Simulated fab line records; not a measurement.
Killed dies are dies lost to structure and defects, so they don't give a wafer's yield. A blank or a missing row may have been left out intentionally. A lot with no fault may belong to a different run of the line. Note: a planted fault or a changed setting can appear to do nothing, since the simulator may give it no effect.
A struck lot beside a sound one    flow nand-harc    18 steps out of a route of 1159
Sound: these wafers, L296.2, L296.3, L296.4. Wafers struck: L298.2, L298.3, L298.5. The cause is named last.
At each step with rows: each side's tool, then ch and its chambers, then its first start. Under that, the readings that differ: sound wafers    struck wafers    difference of the means    sigmas: that difference in standard deviations of wafers without a fault.
alike: same words and numbers on both sides, and readings whose means sit less than 2 such deviations apart. not compared: any withheld reading, any reading some wafer has no value for, any bound like >300 that may hide the same value, and any number with overlapping values for which the record gives no deviation.
The two part at a step that has a row with sigmas, a row that says differs or no value, or rows on one side only. Non-overlapping numbers with no deviation appear without sigmas and do not part them. A reading missing from all wafers of one side parts the sides only when that side holds two or more wafers.

NHARC_P_ZERO_WELL_CD_MEAS_11 targets a cd of 500 nm.
  sound on cd-sem-01 ch 0, day 2 07:14; struck on cd-sem-02 ch 0, day 2 19:15
  alike: cd-nm
then, 1 step without rows for these wafers: NHARC_P_ZERO_WELL_HARDBAKE_12 (time 65 s).
NHARC_P_ZERO_WELL_DESCUM_13: chemistry O2, time 3 s.
  sound on rie-diel-07 ch 0,1,2, day 2 07:23; struck on rie-diel-07 ch 2,3, day 2 19:25
  alike: drypump-motor-current-A, oes-product-au, rf-vpp-V, showerhead-plenum-p-Torr, throttle-valve-pct
  not compared: rf-hours-counter-h
NHARC_P_ZERO_WELL_ETCH_65: etches the open film in N2/H2, target depth 80 nm, overetch 24 nm, time 87.88 s.
  sound on rie-diel-07 ch 0,1,3, day 2 07:29; struck on rie-diel-07 ch 1,2,3, day 2 19:30
reading                sound              struck             difference  sigmas
oes-product-au (a.u.)  0.999 1.026 1.013  0.984 0.980 1.005  -0.023      -2
  alike: drypump-motor-current-A, n2-flow-sccm, rf-vpp-V, showerhead-plenum-p-Torr, throttle-valve-pct
  not compared: rf-hours-counter-h
NHARC_P_ZERO_WELL_ETCH_62: etches the open film in CHF3/Ar, target depth 13 nm, time 6.5 s.
  sound on rie-diel-07 ch 0,1,2; struck on rie-diel-07 ch 0,3
reading                sound              struck             difference  sigmas
oes-product-au (a.u.)  0.920 0.924 0.935  0.989 0.992 0.992  +0.065      +4
  alike: drypump-motor-current-A, rf-vpp-V, showerhead-plenum-p-Torr, throttle-valve-pct
  not compared: rf-hours-counter-h
NHARC_P_ZERO_WELL_ETCH_63: etches the open film in HBr/Cl2, target depth 120 nm, time 40.1 s.
  sound on rie-si-03 ch 0,1,3, day 2 07:40; struck on rie-si-03 ch 0,1,2, day 2 19:42
  alike: drypump-motor-current-A, oes-product-au, throttle-valve-pct
  not compared: rf-hours-counter-h
then, 6 steps without rows for these wafers: NHARC_P_ZERO_WELL_STRIP_15 (strips in SPM, time 900 s); NHARC_P_ZERO_WELL_DEHYDRATE_16 (time 120 s); NHARC_P_ZERO_WELL_HMDS_17 (time 30 s); NHARC_P_ZERO_WELL_COAT_18; NHARC_P_ZERO_WELL_SOFTBAKE_19 (time 95 s); NHARC_P_ZERO_WELL_EBR_20.
NHARC_P_ZERO_WELL_EXPOSE_21: exposes mask P NWELL, target cd 720 nm.
  sound on krf-scanner-03 ch 0, day 2 08:26; struck on krf-scanner-01 ch 0, day 2 20:20
reading  sound                          struck                         difference  sigmas
mask     P_NWELL#0 P_NWELL#0 P_NWELL#0  P_PWELL#0 P_PWELL#0 P_PWELL#0  differs     
then, 2 steps without rows for these wafers: NHARC_P_ZERO_WELL_PEB_22 (peb time 85 s); NHARC_P_ZERO_WELL_DEVELOP_23 (time 70 s).
NHARC_P_ZERO_WELL_CD_MEAS_24 targets a cd of 720 nm.
  sound on cd-sem-01 ch 0, day 2 08:35; struck on cd-sem-01 ch 0, day 2 20:29
reading     sound              struck  difference                     sigmas
cd-nm (nm)  718.4 717.3 719.8  - - -   no value on the struck wafers  
then, 1 step without rows for these wafers: NHARC_P_ZERO_WELL_HARDBAKE_25 (time 80 s).
-- break in the record here, with 20 days between the starts of the struck wafers on either side (left off in module P_ZERO_WELL, picked up again in module END, where the first step shown is number 1159 on the route) --
NHARC_END_SORT_01:
  at this point the record logs the struck wafers (prober-02 ch 0, day 23 01:39) and has no rows for the sound ones

## WHERE THEY PART
At NHARC_P_ZERO_WELL_ETCH_65 first; at NHARC_END_SORT_01 last (within this record only).

WHY: whatever the simulator had introduced
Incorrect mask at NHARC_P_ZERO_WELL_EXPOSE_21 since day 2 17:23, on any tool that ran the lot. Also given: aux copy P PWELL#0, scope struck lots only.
